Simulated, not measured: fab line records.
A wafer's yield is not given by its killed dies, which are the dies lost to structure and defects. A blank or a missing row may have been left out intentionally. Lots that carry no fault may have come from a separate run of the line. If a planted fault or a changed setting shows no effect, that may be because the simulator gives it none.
One fault through the eyes of 2 desks || flow nand-harc || each desk has only its own numbers; what lay behind them comes last

AT THE METROLOGY DESK
Means of the sampled wafers that have a number, per lot and without regard to the tool the lot ran on: this is what the gauges read. The brackets show how far a lot's mean lies from the usual mean; more than 4 standard deviations puts the lot out of limits, marked OUT.
Columns: A = thk-nm at NHARC_A_M1_THK_MEAS_24, usual 154.7 nm; B = cd-nm at NHARC_THIN_TSV_CD_MEAS_12, usual 1000.5 nm
{"lot": "L137", "first seen here": "day 23 18:23", "A": 153.6, "B": 1001.8}
{"lot": "L139", "first seen here": "day 23 21:17", "A": 154.0, "B": 998.6}
{"lot": "L138", "first seen here": "day 24 00:43", "A": 154.7, "B": 1001.4}
{"lot": "L140", "first seen here": "day 24 07:58", "A": 154.2, "B": 1000.1}
{"lot": "L142", "first seen here": "day 25 18:26", "A": 156.4, "B": 1000.9}
{"lot": "L141", "first seen here": "day 25 20:37", "A": 155.7, "B": 1002.6}
{"lot": "L144", "first seen here": "day 26 22:20", "A": 154.8, "B": 1000.6}
{"lot": "L145", "first seen here": "day 27 00:28", "A": 155.7, "B": 1002.2}
{"lot": "L147", "first seen here": "day 27 03:25", "A": 155.3, "B": 999.5}
{"lot": "L151", "first seen here": "day 29 06:55", "A": 155.4, "B": 1001.9}
{"lot": "L152", "first seen here": "day 29 12:50", "A": 154.3, "B": 999.6}
{"lot": "L153", "first seen here": "day 30 03:43", "A": 153.9, "B": 1000.7}
{"lot": "L156", "first seen here": "day 30 19:49", "A": 154.9, "B": 1000.4}
This desk's finding: nothing out of limits on any of the 13 lots.

THE TOOL OWNER'S DESK: pecvd-02
The tool's own readings at NHARC_THIN_TSV_DEP_47 (deposits SiO2, target thk 200 nm): means of the sampled wafers that have a number, for each lot that ran on this tool. The brackets show how far a lot's mean lies from the usual mean; more than 4 standard deviations puts the lot out of limits, marked OUT.
Columns: A = throttle-valve-pct at NHARC_THIN_TSV_DEP_47, usual 15.8 %
{"lot": "L137", "first seen here": "day 24 14:29", "A": 15.4}
{"lot": "L139", "first seen here": "day 24 17:41", "A": 15.6}
{"lot": "L138", "first seen here": "day 24 18:53", "A": 15.4}
{"lot": "L142", "first seen here": "day 26 13:43", "A": 15.1}
{"lot": "L141", "first seen here": "day 26 14:47", "A": 15.4}
{"lot": "L147", "first seen here": "day 27 23:37", "A": 15.4}
{"lot": "L152", "first seen here": "day 30 07:37", "A": 15.7}
{"lot": "L153", "first seen here": "day 30 22:35", "A": 15.4}
{"lot": "L156", "first seen here": "day 31 15:34", "A": 15.4}
This desk's finding: nothing out of limits on any of the 9 lots.

PUT TOGETHER
Nothing out of limits was seen by the metrology desk.
The tool owner's desk saw nothing out of limits.

WHAT THE SIMULATOR PUT IN
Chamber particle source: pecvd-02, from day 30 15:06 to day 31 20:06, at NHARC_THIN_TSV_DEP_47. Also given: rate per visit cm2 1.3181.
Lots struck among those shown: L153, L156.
